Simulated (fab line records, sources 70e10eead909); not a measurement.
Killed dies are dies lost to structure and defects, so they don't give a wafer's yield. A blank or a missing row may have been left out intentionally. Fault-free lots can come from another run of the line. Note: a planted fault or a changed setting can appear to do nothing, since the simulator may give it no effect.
fab line records | flow nandHarc
record: lots: 12 | wafers: 36 | lastDay: 34
route steps=1302 shown P_GATE@209 P_CONTACT@240 P_M0@267
lots with no fault: from the same line, run without faults
startH: hours from the record's opening day to when the first of the lot's shown wafers began | waitH: hours elapsed since this lot's preceding step | " identical to the entry in the row above | L1.1+2: a single row standing in for several wafers | - either no value or no given start | * or withheld: withheld | < > ~ a bound
route shown NAME@n: NAME is a module with steps in the file, n the number in the route of the first one | usual: mean and standard deviation over wafers with no fault | same: alike in all rows | chamber/n: place in a boat | sites: the reading at each site | _std_site: standard deviation of those values | _edge_site: outer sites' mean less inner sites' | radiusMm: for every site, how far away it sits from the centre of the wafer | mask NAME#n: copy n | behind: the most recent tool/chamber to have shaped the wafer | hold: reason for holding the lot/hours on hold/outcome of the hold | device: whichever transistor did not switch (one of n, p or np) | end of line: the tests these same wafers got at the end of their route | a step without rows: its recipe alone | killed: count of dies lost to structure and defects at first sort (not the wafer's yield) | map: a wafer's dies, marking killed ones x, the rest . and places with no die _
set.NAME: the setting the step ran with; set.NAME@STEP: the setting that earlier step ran with | model.NAME: the simulator's own value behind a step, which no gauge read
a sample of lots followed through the steps of the route, with each step as a table and each wafer as a row
services: when a tool's chamber went out of use (startH, in hours from the record's first day, below 0 if earlier), for how many hours, and the reason
== steps ==
step: NHARC_P_GATE_DEGAS_109
recipe: tempC: 300 | timeS: 60
usual: heaterPowerW: 456/28
lot.wafer | tool          | chamber | startH | waitH | heaterPowerW
L215.3    | pvdSputter-01 | -       | 144.88 | 0.1   | 475
L215.2    | "             | -       | "      | "     | 431
L215.5    | "             | -       | "      | "     | 476
L217.3    | pvdSputter-01 | -       | 161.28 | 0.1   | 441
L217.5    | "             | -       | "      | "     | 426
L217.6    | "             | -       | "      | "     | 447
L220.2    | pvdSputter-03 | -       | 198.96 | 0.1   | 444
L220.3    | "             | -       | "      | "     | 426
L220.5    | "             | -       | "      | "     | 431
L223.4    | pvdSputter-03 | -       | 233.35 | 0.1   | 424
L223.3    | "             | -       | "      | "     | 470
L223.5    | "             | -       | "      | "     | 476
L225.3    | pvdSputter-01 | -       | 262.79 | 0.1   | 428
L225.1    | "             | -       | "      | "     | 513
L225.6    | "             | -       | "      | "     | 442
L229.1    | pvdSputter-03 | -       | 281.32 | 0.1   | 436
L229.2    | "             | -       | "      | "     | 464
L229.5    | "             | -       | "      | "     | 417
L230.1    | pvdSputter-02 | -       | 294.43 | 0.1   | 480
L230.4    | "             | -       | "      | "     | 512
L230.3    | "             | -       | "      | "     | 446
L231.2    | pvdSputter-03 | -       | 306.44 | 0.1   | 427
L231.1    | "             | -       | "      | "     | 446
L231.6    | "             | -       | "      | "     | 436
L232.2    | pvdSputter-03 | -       | 315.66 | 0.1   | 419
L232.3    | "             | -       | "      | "     | 468
L232.4    | "             | -       | "      | "     | 454
L234.4    | pvdSputter-01 | -       | 337.01 | 0.1   | 479
L234.1    | "             | -       | "      | "     | 484
L234.6    | "             | -       | "      | "     | 473
L233.1    | pvdSputter-03 | -       | 337.20 | 0.1   | 441
L233.2    | "             | -       | "      | "     | 434
L233.5    | "             | -       | "      | "     | 454
L235.1    | pvdSputter-02 | -       | 347.45 | 0.1   | 524
L235.3    | "             | -       | "      | "     | 494
L235.5    | "             | -       | "      | "     | 428
step: NHARC_P_CONTACT_ETCH_31
recipe: targetDepthA: 300 | timeS: 85.7 | ionEnergyEv: 120 | overEtchFrac: 1 | ch3fFlowSccm: 50 | o2FlowSccm: 30 | arFlowSccm: 200 | rfW: 500 | biasW: 100 | chemistry: CH3F/O2
usual: drypumpMotorCurrentA: 5.6/0.36 | o2FlowSccm: 29.99/0.091 | oesProductAu: 0.974/0.017 | overEtchFrac: 1/0 | rfVppV: 244.7/1.5 | showerheadPlenumPTorr: 2.48/0.088 | throttleValvePct: 20.663/0.0097
lot.wafer | tool       | chamber | startH | waitH | drypumpMotorCurrentA | o2FlowSccm | oesProductAu | overEtchFrac | rfHoursCounterH | rfVppV | showerheadPlenumPTorr | throttleValvePct
L215.3    | rieDiel-13 | 2       | 148.37 | -     | 5.9                  | 29.96      | 0.980        | 1            | 4.6             | 241.4  | 2.32                  | 20.665
L215.2    | "          | 3       | "      | "     | 6.1                  | 29.96      | 0.975        | 1            | 4.5             | 243.7  | 2.51                  | 20.648
L215.5    | "          | 3       | "      | "     | 6.1                  | 29.95      | 0.982        | 1            | -               | 244.6  | 2.51                  | 20.660
L217.3    | rieDiel-06 | 0       | 164.77 | -     | 5.2                  | 30.14      | 0.952        | 1            | 1.4             | 247.5  | 2.59                  | 20.677
L217.5    | "          | 3       | "      | "     | 5.8                  | 30.11      | 0.956        | 1            | -               | 245.4  | 2.55                  | 20.678
L217.6    | "          | 0       | "      | "     | 5.2                  | 30.04      | 0.944        | 1            | -               | 247.4  | 2.59                  | 20.673
L220.2    | rieDiel-06 | 3       | 202.47 | -     | 5.8                  | 29.98      | 0.968        | 1            | 4.8             | 245.8  | 2.55                  | 20.660
L220.3    | "          | 0       | "      | "     | 5.2                  | 30.01      | 0.994        | 1            | 3.9             | 245.8  | 2.59                  | 20.662
L220.5    | "          | 1       | "      | "     | 5.7                  | 29.91      | 0.979        | 1            | -               | 244.9  | 2.48                  | 20.641
L223.3    | rieDiel-06 | 0       | 237.20 | -     | 5.2                  | 30.10      | 0.932        | 1            | 5.1             | 246.5  | 2.59                  | 20.676
L223.4    | "          | 3       | "      | "     | 5.8                  | 29.99      | 0.915        | 3.645        | 6.5             | 246.7  | 2.55                  | 20.661
L223.5    | "          | 0       | "      | "     | 5.2                  | 30.17      | 0.941        | 1            | -               | 246.1  | 2.59                  | 20.673
L225.1    | rieDiel-12 | 1       | 266.30 | -     | 5.7                  | 30.10      | 1.003        | 1            | 4.3             | 242.0  | 2.31                  | 20.693
L225.3    | "          | 3       | "      | "     | 5.8                  | 30.09      | 0.971        | 1            | 4.1             | 244.5  | 2.42                  | 20.667
L225.6    | "          | 1       | "      | "     | 5.7                  | 30.00      | 0.997        | 1            | -               | 241.4  | 2.31                  | 20.666
L229.1    | rieDiel-13 | 1       | 284.83 | -     | 4.9                  | 29.90      | 0.979        | 1            | 2.7             | 246.3  | 2.61                  | 20.649
L229.2    | "          | 0       | "      | "     | 4.9                  | 29.96      | 0.975        | 1            | 2.8             | 244.6  | 2.47                  | 20.659
L229.5    | "          | 2       | "      | "     | 5.9                  | 29.97      | 0.977        | 1            | -               | 242.7  | 2.31                  | 20.649
L230.1    | rieDiel-13 | 0       | 297.95 | -     | 4.9                  | 29.98      | 0.960        | 1            | 3.3             | 244.4  | 2.47                  | 20.659
L230.4    | "          | 1       | "      | "     | 4.9                  | 30.20      | 0.953        | 1            | 3.2             | 245.5  | 2.61                  | 20.670
L230.3    | "          | 2       | "      | "     | 5.9                  | 30.14      | 0.964        | 1            | 3.3             | 242.8  | 2.31                  | 20.663
L231.2    | rieDiel-12 | 2       | 309.97 | -     | 5.6                  | 29.96      | 0.962        | 1            | 0.8             | 245.0  | 2.38                  | 20.666
L231.1    | "          | 3       | "      | "     | 5.8                  | 29.79      | 0.952        | 1            | 0.9             | 242.9  | 2.42                  | 20.654
L231.6    | "          | 3       | "      | "     | 5.8                  | 29.93      | 0.964        | 1            | -               | 245.0  | 2.42                  | 20.664
L232.3    | rieDiel-13 | 3       | 319.46 | -     | 6.0                  | 30.13      | 0.982        | 1            | 4.2             | 244.2  | 2.51                  | 20.673
L232.4    | "          | 0       | "      | "     | 4.9                  | 30.01      | 0.988        | 1            | 4.3             | 244.6  | 2.47                  | 20.663
L232.2    | "          | 2       | "      | "     | 5.9                  | 29.95      | 0.965        | 1            | 4.0             | 242.7  | 2.31                  | 20.670
L234.4    | rieDiel-12 | 3       | 340.52 | -     | 5.9                  | 30.00      | 0.968        | 1            | 1.8             | 243.7  | 2.42                  | 20.662
L234.1    | "          | 0       | "      | "     | 5.8                  | 30.06      | 0.970        | 1            | 1.8             | 245.7  | 2.50                  | 20.659
L234.6    | "          | 3       | "      | "     | 5.9                  | 30.08      | 0.962        | 1            | -               | 243.8  | 2.42                  | 20.669
L233.2    | rieDiel-06 | 0       | 341.17 | -     | 5.2                  | 30.06      | 0.937        | 1            | 0.7             | 245.6  | 2.58                  | 20.672
L233.1    | "          | 1       | "      | "     | 5.7                  | 29.76      | 0.967        | 1            | 0.6             | 245.2  | 2.48                  | 20.672
L233.5    | "          | 2       | "      | "     | 5.6                  | 30.09      | 0.977        | 1            | -               | 246.1  | 2.53                  | 20.651
L235.1    | rieDiel-06 | 0       | 350.94 | -     | 5.2                  | 29.96      | 0.965        | 1            | 0.9             | 244.4  | 2.58                  | 20.672
L235.3    | "          | 1       | "      | "     | 5.7                  | 30.08      | 0.970        | 1            | 0.9             | 243.8  | 2.48                  | 20.670
L235.5    | "          | 3       | "      | "     | 5.8                  | 30.01      | 0.977        | 1            | -               | 246.2  | 2.55                  | 20.655
step: NHARC_P_M0_ETCH_34
recipe: targetDepthA: 400 | overetchA: 120 | timeS: 43.94 | ionEnergyEv: 200 | n2FlowSccm: 150 | h2FlowSccm: 150 | arFlowSccm: 0 | rfW: 400 | biasW: 150 | chemistry: N2/H2
usual: drypumpMotorCurrentA: 5.7/0.43 | n2FlowSccm: 150.0/0.49 | oesProductAu: 1.009/0.012 | rfVppV: 431/3 | showerheadPlenumPTorr: 2.04/0.11 | throttleValvePct: 14.171/0.0095
lot.wafer | tool       | chamber | startH | waitH | drypumpMotorCurrentA | n2FlowSccm | oesProductAu | rfHoursCounterH | rfVppV | showerheadPlenumPTorr | throttleValvePct
L215.2    | rieDiel-03 | 1       | 152.00 | 0.1   | 5.8                  | 150.5      | 1.015        | 4               | 429    | 1.97                  | 14.177
L215.3    | "          | 0       | "      | "     | 5.5                  | 150.2      | 0.978        | 5               | 427    | 1.89                  | 14.177
L215.5    | "          | 1       | "      | "     | 5.8                  | 149.8      | 1.008        | -               | 429    | 1.97                  | 14.168
L217.3    | rieDiel-03 | 2       | 168.15 | 0.1   | 6.3                  | 149.4      | 1.021        | 8               | 432    | 2.09                  | 14.176
L217.5    | "          | 2       | "      | "     | 6.3                  | 150.1      | 1.020        | -               | 430    | 2.09                  | 14.173
L217.6    | "          | 3       | "      | "     | 4.9                  | 150.0      | 1.017        | -               | 433    | 2.17                  | 14.166
L220.2    | rieDiel-11 | 2       | 206.02 | 0.1   | 6.1                  | 150.0      | 0.998        | 35              | 434    | 2.20                  | 14.164
L220.3    | "          | 3       | "      | "     | 6.1                  | 150.4      | 1.017        | 35              | 432    | 2.06                  | 14.155
L220.5    | "          | 2       | "      | "     | 6.2                  | 150.0      | 0.985        | -               | 435    | 2.21                  | 14.155
L223.4    | rieDiel-03 | 1       | 240.74 | 0.1   | 5.8                  | 149.3      | 1.020        | 22              | 428    | 1.96                  | 14.186
L223.3    | "          | 2       | "      | "     | 6.3                  | 149.9      | 1.019        | 22              | 431    | 2.09                  | 14.173
L223.5    | "          | 0       | "      | "     | 5.5                  | 150.0      | 1.021        | -               | 426    | 1.88                  | 14.177
L225.1    | rieDiel-10 | 0       | 269.69 | 0.1   | 5.7                  | 149.6      | 1.027        | 10              | 431    | 2.04                  | 14.156
L225.3    | "          | 2       | "      | "     | 5.7                  | 151.1      | 1.017        | 9               | 431    | 2.03                  | 14.176
L225.6    | "          | 1       | "      | "     | 5.2                  | 150.5      | 1.006        | -               | 431    | 2.09                  | 14.183
L229.1    | rieDiel-10 | 0       | 288.38 | 0.1   | 5.7                  | 149.8      | 1.017        | 14              | 431    | 2.04                  | 14.168
L229.2    | "          | 2       | "      | "     | 5.7                  | 150.0      | 1.031        | 14              | 432    | 2.03                  | 14.172
L229.5    | "          | 3       | "      | "     | 5.9                  | 149.8      | 1.009        | -               | 427    | 1.90                  | 14.170
L230.4    | rieDiel-10 | 3       | 301.47 | 0.1   | 5.9                  | 150.3      | 1.007        | 17              | 425    | 1.89                  | 14.181
L230.3    | "          | 0       | "      | "     | 5.6                  | 149.7      | 1.021        | 18              | 429    | 2.03                  | 14.174
L230.1    | "          | 1       | "      | "     | 5.1                  | 150.6      | 1.008        | 20              | 431    | 2.09                  | 14.173
L231.2    | rieDiel-03 | 2       | 313.49 | 0.1   | 6.3                  | 150.8      | 1.026        | 3               | 432    | 2.08                  | 14.162
L231.1    | "          | 3       | "      | "     | 5.0                  | 150.3      | 1.023        | 3               | 435    | 2.16                  | 14.171
L231.6    | "          | 1       | "      | "     | 5.8                  | 150.9      | 1.001        | -               | 428    | 1.96                  | 14.166
L232.4    | rieDiel-03 | 0       | 323.09 | 0.1   | 5.5                  | 149.7      | 0.992        | 4               | 425    | 1.88                  | 14.174
L232.3    | "          | 1       | "      | "     | 5.8                  | 150.1      | 1.009        | 4               | 430    | 1.96                  | 14.181
L232.2    | "          | 2       | "      | "     | 6.3                  | 150.2      | 1.022        | 4               | 432    | 2.08                  | 14.170
L234.4    | rieDiel-03 | 1       | 344.11 | 0.1   | 5.8                  | 150.2      | 0.999        | 8               | 428    | 1.96                  | 14.175
L234.1    | "          | 2       | "      | "     | 6.3                  | 150.2      | 1.019        | 8               | 432    | 2.08                  | 14.167
L234.6    | "          | 1       | "      | "     | 5.8                  | 149.9      | 0.997        | -               | 427    | 1.96                  | 14.175
L233.1    | rieDiel-11 | 0       | 344.72 | 0.1   | 5.6                  | 149.3      | 0.996        | 27              | 433    | 2.14                  | 14.183
L233.2    | "          | 1       | "      | "     | 5.5                  | 149.8      | 1.014        | 21              | 435    | 2.21                  | 14.168
L233.5    | "          | 0       | "      | "     | 5.6                  | 149.9      | 1.002        | -               | 435    | 2.14                  | 14.178
L235.1    | rieDiel-03 | 0       | 354.55 | 0.1   | 5.4                  | 149.1      | 0.995        | 9               | 427    | 1.88                  | 14.160
L235.3    | "          | 2       | "      | "     | 6.3                  | 149.3      | 1.018        | 9               | 431    | 2.08                  | 14.155
L235.5    | "          | 0       | "      | "     | 5.5                  | 149.0      | 0.999        | -               | 425    | 1.88                  | 14.169
step: NHARC_P_M0_CD_MEAS_16
usual: cdNm: 89.8/1
lot.wafer | tool     | chamber | startH | waitH | cdNm
L215.2    | cdSem-01 | -       | 152.23 | -     | 88.7
L215.3    | "        | -       | "      | "     | 90.5
L215.5    | "        | -       | "      | "     | 89.3
L217.3    | cdSem-03 | -       | 168.38 | -     | 88.7
L217.5    | "        | -       | "      | "     | 91.5
L217.6    | "        | -       | "      | "     | 91.6
L220.2    | cdSem-01 | -       | 206.23 | -     | 91.1
L220.3    | "        | -       | "      | "     | 89.2
L220.5    | "        | -       | "      | "     | 90.9
L223.3    | cdSem-03 | -       | 240.96 | -     | 89.6
L223.4    | "        | -       | "      | "     | 87.8
L223.5    | "        | -       | "      | "     | 88.4
L225.1    | cdSem-01 | -       | 269.91 | -     | 90.7
L225.3    | "        | -       | "      | "     | 88.5
L225.6    | "        | -       | "      | "     | 90.7
L229.1    | cdSem-02 | -       | 288.59 | -     | 88.6
L229.2    | "        | -       | "      | "     | 88.6
L229.5    | "        | -       | "      | "     | 90.9
L230.1    | cdSem-01 | -       | 301.68 | -     | 88.6
L230.3    | "        | -       | "      | "     | 90.5
L230.4    | "        | -       | "      | "     | 89.0
L231.1    | cdSem-03 | -       | 314.93 | -     | 90.4
L231.2    | "        | -       | "      | "     | 90.5
L231.6    | "        | -       | "      | "     | 90.2
L232.2    | cdSem-01 | -       | 323.30 | -     | 89.1
L232.3    | "        | -       | "      | "     | 89.1
L232.4    | "        | -       | "      | "     | 90.0
L234.1    | cdSem-03 | -       | 344.32 | -     | 88.6
L234.4    | "        | -       | "      | "     | 91.2
L234.6    | "        | -       | "      | "     | 89.1
L233.1    | cdSem-02 | -       | 344.93 | -     | 89.9
L233.2    | "        | -       | "      | "     | 90.0
L233.5    | "        | -       | "      | "     | 89.4
L235.1    | cdSem-03 | -       | 354.76 | -     | 91.3
L235.3    | "        | -       | "      | "     | 90.9
L235.5    | "        | -       | "      | "     | 90.4
== services ==
tool          | chamber | startH | hours | kind
rieDiel-06    | -       | 130.20 | 9.0   | pm
rieDiel-11    | 0       | 135.50 | 8.6   | repair
pvdSputter-03 | -       | 161.20 | 8.2   | repair
rieDiel-13    | -       | 165.00 | 9.0   | pm
pvdSputter-03 | -       | 170.00 | 10.0  | pm
rieDiel-10    | 1       | 173.21 | 33.8  | repair
pvdSputter-03 | -       | 200.36 | 1.7   | repair
rieDiel-06    | 0       | 207.25 | 4.2   | repair
pvdSputter-01 | -       | 210.43 | 8.1   | repair
pvdSputter-01 | -       | 226.00 | 10.0  | pm
rieDiel-12    | 3       | 234.56 | 3.0   | repair
rieDiel-12    | 2       | 242.02 | 10.6  | repair
rieDiel-10    | -       | 242.80 | 9.0   | pm
rieDiel-12    | 3       | 246.98 | 3.9   | repair
pvdSputter-01 | -       | 257.03 | 2.3   | repair
rieDiel-06    | 0       | 259.36 | 6.0   | repair
rieDiel-12    | -       | 268.40 | 9.0   | pm
rieDiel-03    | -       | 281.30 | 9.0   | pm
rieDiel-06    | -       | 307.33 | 9.0   | pm
pvdSputter-03 | -       | 313.93 | 1.0   | repair
rieDiel-06    | 1       | 317.35 | 10.1  | repair
rieDiel-12    | 1       | 320.46 | 4.1   | repair
rieDiel-13    | -       | 342.00 | 9.0   | pm
pvdSputter-03 | -       | 348.00 | 10.0  | pm
== key ==
firstSign: step: NHARC_P_CONTACT_ETCH_31 | reading: overEtchFrac | direction: up | sigmas: 99+ | usual: 1 | struck: 3.645
effect none on later readings
metAt NHARC_P_CONTACT_ETCH_31
struckLots L223
struckWafers L223.4
testerLeftOut L223
notActingAt NHARC_P_GATE_DEGAS_109,NHARC_P_M0_ETCH_34,NHARC_P_M0_CD_MEAS_16
onsetBetween 202.47 237.20
fault: kind: processParameterDrift | tool: rieDiel-06 | chamber: 3 | onsetH: 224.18 | steps: NHARC_P_CONTACT_ETCH_31 | channel: overEtchFrac | offset: 2.645 | shape: step | endH: 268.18 | actsIn: theseRecipesOnly | stated: 1
testerLeftOut: of these lots the tester's yield and bins aren't shown, on N5 and GAA mostly nor the transistor test; their killed dies are dies lost to structure and defects alone, not to doping, threshold or leakage, so they don't give the yield
